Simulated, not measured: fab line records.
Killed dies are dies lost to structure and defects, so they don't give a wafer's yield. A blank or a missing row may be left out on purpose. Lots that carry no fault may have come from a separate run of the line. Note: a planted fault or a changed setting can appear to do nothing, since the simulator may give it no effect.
Chamber matching | flow nand-harc | 4 sister chambers for NHARC_A_WL_FILL_CMP_12 on cmp-01
The step polishes, t overpolish 30 s, target thk 75 nm. 8 wafers are shown with their chamber, then 10 later ones without.

WAFERS, EACH WITH ITS CHAMBER
wafer  | chamber | motor-current-A (A) | time-to-endpoint-s (s)
L079.1 | 0       | 9.8                 | 15.5
L085.4 | 3       | 12.2                | 13.6
L085.5 | 0       | 9.4                 | 11.7
L084.3 | 2       | 12.8                | 15.7
L084.5 | 1       | 11.3                | 15.1
L084.6 | 2       | 12.9                | 15.4
L083.1 | 3       | 12.8                | 13.9
L083.3 | 1       | 11.5                | 16.2

WAFERS MISSING THEIR CHAMBER
wafer  | motor-current-A (A) | time-to-endpoint-s (s)
L083.6 | 11.5                | 17.7
L088.1 | 13.0                | 9.1
L088.3 | 12.9                | 14.2
L088.5 | 9.6                 | 12.2
L091.1 | 10.1                | 10.8
L091.3 | 11.2                | 12.9
L091.4 | 12.7                | 11.7
L094.3 | 12.0                | 13.0
L094.4 | 12.4                | 15.6
L094.6 | 12.8                | 14.4

THE CHAMBER EACH PASSED THROUGH
wafer  | from the rows above          | in truth
L083.6 | 1                            | 1
L088.1 | can't be placed: 3 or 2      | 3
L088.3 | can't be placed: 2 or 3      | 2
L088.5 | 0                            | 0
L091.1 | 0                            | 0
L091.3 | 1                            | 1
L091.4 | can't be placed: 3 or 2      | 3
L094.3 | can't be placed: 3 or 1 or 2 | 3
L094.4 | can't be placed: 3 or 2      | 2
L094.6 | can't be placed: 2 or 3      | 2
Correct placement for 4 of the 10. Unplaceable from these rows: 6, with the true chamber sitting among the candidates in 6. Wrongly placed: 0.
How it was worked out, from the rows above alone: a wafer's distance from a chamber is the root of the sum, over the readings, of the square of ((its reading less the chamber's mean) divided by the reading's scatter). The wafer belongs to the nearest chamber; if the next one is less than 2 further off, it can't be placed. The mean given for a chamber averages the wafers shown for that chamber. The scatter: the root of (the sum of the squares of (reading less its chamber's mean) over the shown wafers, divided by (wafers less chambers)).
